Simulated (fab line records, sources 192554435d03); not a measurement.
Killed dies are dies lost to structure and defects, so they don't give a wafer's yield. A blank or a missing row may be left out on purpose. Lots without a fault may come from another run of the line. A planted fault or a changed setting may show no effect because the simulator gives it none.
Which tool did it? | flow n5_finfet | 9 lots, 27 wafers sampled, at 5 steps of a route of 1938

WHAT THE GAUGES READ, wafer by wafer
N5_BEOL_M13_THK_MEAS_01. Usual: M13_ILD_THK 837 nm, standard deviation 9.3.
lot  | measured     | on            | M13_ILD_THK (nm) | flag
L218 | day 13 04:35 | film_metro-01 | 825 824 843      |
L222 | day 13 19:15 | film_metro-02 | 819 836 841      |
L223 | day 13 19:40 | film_metro-02 | 823 856 847      |
L219 | day 14 00:30 | film_metro-02 | 837 839 854      |
L231 | day 15 13:11 | film_metro-01 | 834 838 839      |
L229 | day 15 14:04 | film_metro-01 | 839 842 854      |
L234 | day 16 15:20 | film_metro-02 | 830 840 846      |
L235 | day 16 17:58 | film_metro-01 | 833 834 853      |
L238 | day 18 05:24 | film_metro-02 | 830 835 843      |

WHICH TOOL RAN EACH LOT (tool, then ch and the chambers of the sampled wafers, then the start)
lot  | N5_BEOL_M12_ETCH_67                | N5_BEOL_M12_ETCH_38                | N5_BEOL_M12_SPUTTER_44       | N5_BEOL_M12_CMP_49
L218 | rie_diel-03 ch 0,1,3, day 12 21:29 | rie_diel-01 ch 1,3, day 13 02:20   | pvd_sputter-01, day 13 02:52 | cmp-03 ch 0,1,3, day 13 03:57
L222 | rie_diel-01 ch 0,2,3, day 13 14:31 | rie_diel-04 ch 0,3, day 13 16:59   | pvd_sputter-01, day 13 17:59 | cmp-04 ch 0,3, day 13 18:37
L223 | rie_diel-03 ch 0,1,2, day 13 14:55 | rie_diel-03 ch 0,2, day 13 17:39   | pvd_sputter-01, day 13 18:24 | cmp-03 ch 0,2,3, day 13 19:02
L219 | rie_diel-01 ch 2,3, day 13 15:00   | rie_diel-03 ch 1,2, day 13 22:33   | pvd_sputter-03, day 13 23:13 | cmp-03 ch 0,1,2, day 13 23:54
L231 | rie_diel-04 ch 1,3, day 15 09:13   | rie_diel-01 ch 1,3, day 15 11:17   | pvd_sputter-01, day 15 11:54 | cmp-02 ch 0,1, day 15 12:34
L229 | rie_diel-04 ch 0,1,3, day 15 10:29 | rie_diel-04 ch 1,2, day 15 11:39   | pvd_sputter-01, day 15 12:43 | cmp-02 ch 1,2, day 15 13:25
L234 | rie_diel-03 ch 0,1, day 16 10:47   | rie_diel-01 ch 0,1,2, day 16 13:40 | pvd_sputter-03, day 16 14:02 | cmp-02 ch 0,2,3, day 16 14:42
L235 | rie_diel-04 ch 0,1,3, day 16 12:11 | rie_diel-03 ch 1,2,3, day 16 15:50 | pvd_sputter-02, day 16 16:40 | cmp-04 ch 0,2,3, day 16 17:22
L238 | rie_diel-03 ch 0,1,3, day 18 01:58 | rie_diel-01 ch 0,1,2, day 18 03:39 | pvd_sputter-02, day 18 04:07 | cmp-03 ch 1,2,3, day 18 04:50
- N5_BEOL_M12_ETCH_67: etches SiARC in CF4, target depth 143 nm, time 238.3 s.
- N5_BEOL_M12_ETCH_38: etches SiCN in CF4/N2, target depth 68.7 nm, time 73.4 s.
- N5_BEOL_M12_SPUTTER_44: material Ta, target thk 10 nm, time 16.13 s.
- N5_BEOL_M12_CMP_49: polishes, stops on SiOC, t overpolish 20.6 s, target thk 320 nm.

WHAT THE TOOLS THEMSELVES READ (means of the sampled wafers that have a number; where no wafer has one, the mark that the record gives instead)
N5_BEOL_M12_ETCH_67. Usual: bias_w 36.00 W, standard deviation 0.12; chamber_pressure_mTorr 40.00 mTorr, standard deviation 0.039; drypump_motor_current_A 5.6 A, standard deviation 0.51; etch_rf_on_time_s 237 s, standard deviation 3.3; oes_product_au 0.70 a.u., standard deviation 0.057; rf_vpp_V 184.5 V, standard deviation 1.1; showerhead_plenum_p_Torr 2.18 Torr, standard deviation 0.079; throttle_valve_pct 15.55 %, standard deviation 0.15.
lot  | tool        | bias_w (W) | chamber_pressure_mTorr (mTorr) | drypump_motor_current_A (A) | etch_rf_on_time_s (s) | oes_product_au (a.u.) | rf_vpp_V (V) | showerhead_plenum_p_Torr (Torr) | throttle_valve_pct (%) | flag
L218 | rie_diel-03 | 36.06      | 40.02                          | 5.6                         | 236                   | 0.68                  | 184.6        | 2.18                            | 15.63                  |
L222 | rie_diel-01 | 36.02      | 40.04                          | 5.8                         | 234                   | 0.70                  | 184.1        | 2.16                            | 15.57                  |
L223 | rie_diel-03 | 35.92      | 40.01                          | 5.7                         | 236                   | 0.68                  | 184.4        | 2.12                            | 15.60                  |
L219 | rie_diel-01 | 35.92      | 40.01                          | 5.7                         | 238                   | 0.72                  | 185.0        | 2.20                            | 15.55                  |
L231 | rie_diel-04 | 36.02      | 39.99                          | 5.7                         | 236                   | 0.73                  | 185.4        | 2.26                            | 15.52                  |
L229 | rie_diel-04 | 35.99      | 40.01                          | 5.4                         | 239                   | 0.71                  | 184.8        | 2.20                            | 15.50                  |
L234 | rie_diel-03 | 36.08      | 40.01                          | 6.2                         | 237                   | 0.69                  | 184.3        | 2.18                            | 15.56                  |
L235 | rie_diel-04 | 36.03      | 39.98                          | 5.4                         | 240                   | 0.70                  | 184.4        | 2.19                            | 15.51                  |
L238 | rie_diel-03 | 36.02      | 39.99                          | 5.6                         | 238                   | 0.73                  | 184.0        | 2.17                            | 15.53                  |

N5_BEOL_M12_ETCH_38. Usual: bias_w 70.00 W, standard deviation 0.22; chamber_pressure_mTorr 40.00 mTorr, standard deviation 0.036; drypump_motor_current_A 5.6 A, standard deviation 0.49; oes_product_au 0.82 a.u., standard deviation 0.07; rf_vpp_V 383.1 V, standard deviation 2; showerhead_plenum_p_Torr 2.24 Torr, standard deviation 0.081; throttle_valve_pct 15.37 %, standard deviation 0.14.
lot  | tool        | bias_w (W) | chamber_pressure_mTorr (mTorr) | drypump_motor_current_A (A) | oes_product_au (a.u.) | rf_vpp_V (V) | showerhead_plenum_p_Torr (Torr) | throttle_valve_pct (%) | flag
L218 | rie_diel-01 | 70.05      | 40.00                          | 5.5                         | 0.84                  | 383.2        | 2.27                            | 15.42                  |
L222 | rie_diel-04 | 70.10      | 40.00                          | 5.5                         | 0.84                  | 381.3        | 2.21                            | 15.37                  |
L223 | rie_diel-03 | 70.12      | 40.00                          | 5.4                         | 0.83                  | 381.8        | 2.13                            | 15.31                  |
L219 | rie_diel-03 | 69.69      | 39.99                          | 6.1                         | 0.77                  | 383.0        | 2.24                            | 15.53                  |
L231 | rie_diel-01 | 70.08      | 40.00                          | 5.9                         | 0.81                  | 383.1        | 2.20                            | 15.47                  |
L229 | rie_diel-04 | 69.98      | 39.99                          | 5.7                         | 0.77                  | 382.7        | 2.24                            | 15.27                  |
L234 | rie_diel-01 | 70.11      | 39.98                          | 5.4                         | 0.79                  | 383.5        | 2.28                            | 15.42                  |
L235 | rie_diel-03 | 70.02      | 39.94                          | 5.5                         | 0.90                  | 384.0        | 2.30                            | 15.35                  |
L238 | rie_diel-01 | 70.17      | 39.97                          | 5.4                         | 0.77                  | 384.1        | 2.27                            | 15.46                  |

N5_BEOL_M12_SPUTTER_44. Usual: susceptor_temp_C 50.01 C, standard deviation 0.12; throttle_valve_pct 30.5 %, standard deviation 0.66.
lot  | tool           | susceptor_temp_C (C) | throttle_valve_pct (%) | flag
L218 | pvd_sputter-01 | 49.98                | 30.9                   |
L222 | pvd_sputter-01 | 49.95                | 31.2                   |
L223 | pvd_sputter-01 | 50.13                | 30.7                   |
L219 | pvd_sputter-03 | 49.99                | 29.8                   |
L231 | pvd_sputter-01 | 49.99                | 31.2                   |
L229 | pvd_sputter-01 | 49.95                | 30.5                   |
L234 | pvd_sputter-03 | 49.95                | 29.7                   |
L235 | pvd_sputter-02 | 50.00                | 30.3                   |
L238 | pvd_sputter-02 | 49.94                | 29.9                   |

N5_BEOL_M12_CMP_49. Usual: barrier_field_endpoint_s 30.4 s, standard deviation 0.65; motor_current_A 6.1 A, standard deviation 0.63.
lot  | tool   | barrier_field_endpoint_s (s) | motor_current_A (A) | flag
L218 | cmp-03 | 30.2                         | 6.2                 |
L222 | cmp-04 | 31.5                         | 5.3                 |
L223 | cmp-03 | 30.9                         | 6.1                 |
L219 | cmp-03 | 30.1                         | 6.0                 |
L231 | cmp-02 | 31.5                         | 6.0                 |
L229 | cmp-02 | 31.3                         | 6.6                 |
L234 | cmp-02 | 30.5                         | 5.9                 |
L235 | cmp-04 | 30.4                         | 5.5                 |
L238 | cmp-03 | 30.0                         | 6.1                 |

THE ANSWER, worked out from the rows above alone
Rule: a lot is off if the mean of its wafers that have a number lies more than 3 standard deviations from the usual mean. A lot without any number at a reading at which 4 lots or more have one is off too. The other lots that the step has rows for count as sound. The gauges are gone through in route order, then the tools' own readings, and for those a lot's mean is taken as printed above. The first step at which some lot is off is used, and at that step the reading that is off furthest; a lot without a number counts as furthest.
No lot is off at any reading shown: from this, nothing can be told.

WHAT THE SIMULATOR HAD PUT IN
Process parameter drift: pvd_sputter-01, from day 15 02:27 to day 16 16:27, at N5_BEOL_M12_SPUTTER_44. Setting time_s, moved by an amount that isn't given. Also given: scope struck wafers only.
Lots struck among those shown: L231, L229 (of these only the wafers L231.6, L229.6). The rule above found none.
